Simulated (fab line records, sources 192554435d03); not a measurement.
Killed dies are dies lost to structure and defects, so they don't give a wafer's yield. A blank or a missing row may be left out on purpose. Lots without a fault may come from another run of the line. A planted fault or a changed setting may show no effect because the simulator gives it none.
Which tool did it? | flow n5_finfet | 12 lots, 33 wafers sampled, at 4 steps of a route of 1938

WHAT THE GAUGES READ, wafer by wafer
N5_BEOL_M5_CD_MEAS_18: pitch 56 nm, target cd 28 nm. Usual: cd_nm 28.1 nm, standard deviation 0.32.
lot  | measured     | on        | cd_nm (nm)     | flag
L532 | day 8 04:37  | cd_sem-02 | 28.0 28.0 27.8 |
L533 | day 8 11:35  | cd_sem-03 | 27.9 28.8 28.2 |
L534 | day 8 22:02  | cd_sem-02 | 28.3 27.9 28.5 |
L535 | day 9 04:46  | cd_sem-01 | 28.2 27.8 28.3 |
L536 | day 9 07:19  | cd_sem-01 | 28.3 28.7 28.1 |
L539 | day 10 04:01 | cd_sem-02 | 27.7 27.6      |
L542 | day 10 07:53 | cd_sem-03 | 28.5 28.2      |
L543 | day 11 06:10 | cd_sem-03 | 28.2 27.8      |
L548 | day 12 02:51 | cd_sem-01 | 28.1 28.1 28.3 |
L549 | day 12 10:40 | cd_sem-01 | 27.5 27.9 27.6 |
L554 | day 13 17:02 | cd_sem-03 | 28.0 27.9 28.0 |
L555 | day 13 20:34 | cd_sem-03 | 28.0 27.9 28.2 |

WHICH TOOL RAN EACH LOT (tool, then ch and the chambers of the sampled wafers, then the start)
lot  | N5_BEOL_M4_CO_CAP_55             | N5_BEOL_M4_DEP_57               | N5_BEOL_M5_ETCH_61
L532 | cvd_co-01 ch 0,2, day 7 22:49    | pecvd-03 ch 1,2, day 7 22:56    | rie_diel-04 ch 0,1, day 8 04:05
L533 | cvd_co-01 ch 1,2, day 8 05:49    | pecvd-02 ch 0,1, day 8 05:56    | rie_diel-05 ch 0,1,2, day 8 11:10
L534 | cvd_co-01 ch 0,1,2, day 8 17:13  | pecvd-02 ch 0,1,2, day 8 17:20  | rie_diel-04 ch 0,1,2, day 8 21:40
L535 | cvd_co-01 ch 1,2, day 9 01:08    | pecvd-01 ch 1,2, day 9 01:15    | rie_diel-05 ch 2,3, day 9 04:23
L536 | cvd_co-02 ch 0,1, day 9 03:04    | pecvd-03 ch 0, day 9 03:12      | rie_diel-04 ch 0,1,3, day 9 06:56
L539 | cvd_co-02 ch 1,2, day 9 23:47    | pecvd-01 ch 1,2, day 9 23:53    | rie_diel-05 ch 0,2, day 10 03:33
L542 | cvd_co-01 ch 0,2, day 10 02:28   | pecvd-02 ch 0,1, day 10 02:36   | rie_diel-05 ch 1,2, day 10 07:30
L543 | cvd_co-02 ch 1,2, day 11 01:45   | pecvd-01 ch 0, day 11 01:52     | rie_diel-05 ch 0,2, day 11 05:42
L548 | cvd_co-01 ch 0,1,2, day 11 22:55 | pecvd-03 ch 0,1,2, day 11 23:02 | rie_diel-04 ch 0,1,3, day 12 02:29
L549 | cvd_co-02 ch 0,1, day 12 05:55   | pecvd-02 ch 0,1,2, day 12 06:02 | rie_diel-04 ch 1,3, day 12 09:59
L554 | cvd_co-02 ch 1,2, day 13 12:55   | pecvd-02 ch 0,1,2, day 13 13:01 | rie_diel-05 ch 1,2,3, day 13 16:38
L555 | cvd_co-02 ch 0,1,2, day 13 15:54 | pecvd-01 ch 0,1,2, day 13 16:01 | rie_diel-05 ch 0,2,3, day 13 20:07
- N5_BEOL_M4_CO_CAP_55: material Co, precursor CCTBA/H2, target thk 2 nm, time 102.1 s.
- N5_BEOL_M4_DEP_57: deposits SiCN from 3MS/NH3, target thk 8 nm, time 14 s.
- N5_BEOL_M5_ETCH_61: etches SiARC in CF4, target depth 15.6 nm, time 26 s.

WHAT THE TOOLS THEMSELVES READ (means of the sampled wafers that have a number; where no wafer has one, the mark that the record gives instead)
N5_BEOL_M4_CO_CAP_55. Usual: heater_power_w 252 W, standard deviation 21.
lot  | tool      | heater_power_w (W) | flag
L532 | cvd_co-01 | 262                |
L533 | cvd_co-01 | 269                |
L534 | cvd_co-01 | 263                |
L535 | cvd_co-01 | 267                |
L536 | cvd_co-02 | 223                |
L539 | cvd_co-02 | 241                |
L542 | cvd_co-01 | 256                |
L543 | cvd_co-02 | 238                |
L548 | cvd_co-01 | 263                |
L549 | cvd_co-02 | 224                |
L554 | cvd_co-02 | 245                |
L555 | cvd_co-02 | 234                |

N5_BEOL_M4_DEP_57. Usual: showerhead_plenum_p_Torr 3.662 Torr, standard deviation 0.018; throttle_valve_pct 9.1 %, standard deviation 0.43.
lot  | tool     | showerhead_plenum_p_Torr (Torr) | throttle_valve_pct (%) | flag
L532 | pecvd-03 | 3.653                           | 8.9                    |
L533 | pecvd-02 | 3.661                           | 9.1                    |
L534 | pecvd-02 | 3.659                           | 9.3                    |
L535 | pecvd-01 | 3.678                           | 8.9                    |
L536 | pecvd-03 | 3.666                           | 9.2                    |
L539 | pecvd-01 | 3.663                           | 8.8                    |
L542 | pecvd-02 | 3.668                           | 9.6                    |
L543 | pecvd-01 | 3.647                           | 9.1                    |
L548 | pecvd-03 | 3.665                           | 9.4                    |
L549 | pecvd-02 | 3.655                           | 9.1                    |
L554 | pecvd-02 | 3.654                           | 9.1                    |
L555 | pecvd-01 | 3.661                           | 8.9                    |

N5_BEOL_M5_ETCH_61. Usual: drypump_motor_current_A 5.7 A, standard deviation 0.5; etch_rf_on_time_s 25.8 s, standard deviation 0.5; oes_product_au 0.68 a.u., standard deviation 0.059; rf_vpp_V 184.3 V, standard deviation 1.3; showerhead_plenum_p_Torr 2.15 Torr, standard deviation 0.076; throttle_valve_pct 15.60 %, standard deviation 0.17.
lot  | tool        | drypump_motor_current_A (A) | etch_rf_on_time_s (s) | oes_product_au (a.u.) | rf_vpp_V (V) | showerhead_plenum_p_Torr (Torr) | throttle_valve_pct (%) | flag
L532 | rie_diel-04 | 5.7                         | 25.6                  | 0.70                  | 183.6        | 2.10                            | 15.74                  |
L533 | rie_diel-05 | 5.7                         | 25.4                  | 0.74                  | 185.0        | 2.20                            | 15.51                  |
L534 | rie_diel-04 | 5.5                         | 26.2                  | 0.65                  | 184.3        | 2.15                            | 15.64                  |
L535 | rie_diel-05 | 5.4                         | 26.0                  | 0.69                  | 184.4        | 2.21                            | 15.51                  |
L536 | rie_diel-04 | 5.9                         | 25.7                  | 0.66                  | 183.5        | 2.09                            | 15.68                  |
L539 | rie_diel-05 | 5.8                         | 31.5                  | 0.67                  | 183.4        | 2.17                            | 15.61                  | OFF
L542 | rie_diel-05 | 5.3                         | 31.1                  | 0.67                  | 186.4        | 2.25                            | 15.42                  | OFF
L543 | rie_diel-05 | 5.8                         | 31.5                  | 0.66                  | 184.6        | 2.16                            | 15.62                  | OFF
L548 | rie_diel-04 | 5.9                         | 25.7                  | 0.65                  | 183.5        | 2.08                            | 15.73                  |
L549 | rie_diel-04 | 5.6                         | 25.3                  | 0.68                  | 183.9        | 2.07                            | 15.82                  |
L554 | rie_diel-05 | 5.4                         | 26.0                  | 0.73                  | 185.6        | 2.20                            | 15.38                  |
L555 | rie_diel-05 | 5.7                         | 25.7                  | 0.73                  | 184.5        | 2.14                            | 15.51                  |

THE ANSWER, worked out from the rows above alone
Rule: a lot is off if the mean of its wafers that have a number lies more than 3 standard deviations from the usual mean. A lot without any number at a reading at which 4 lots or more have one is off too. The other lots that the step has rows for count as sound. The gauges are gone through in route order, then the tools' own readings, and for those a lot's mean is taken as printed above. The first step at which some lot is off is used, and at that step the reading that is off furthest; a lot without a number counts as furthest.
Off: L539, L542, L543, at N5_BEOL_M5_ETCH_61 (etch_rf_on_time_s).
A tool fits if, at that step or a process step before it, it ran every lot that is off, and no sound lot after the first of them. None of those tried fits.

WHAT THE SIMULATOR HAD PUT IN
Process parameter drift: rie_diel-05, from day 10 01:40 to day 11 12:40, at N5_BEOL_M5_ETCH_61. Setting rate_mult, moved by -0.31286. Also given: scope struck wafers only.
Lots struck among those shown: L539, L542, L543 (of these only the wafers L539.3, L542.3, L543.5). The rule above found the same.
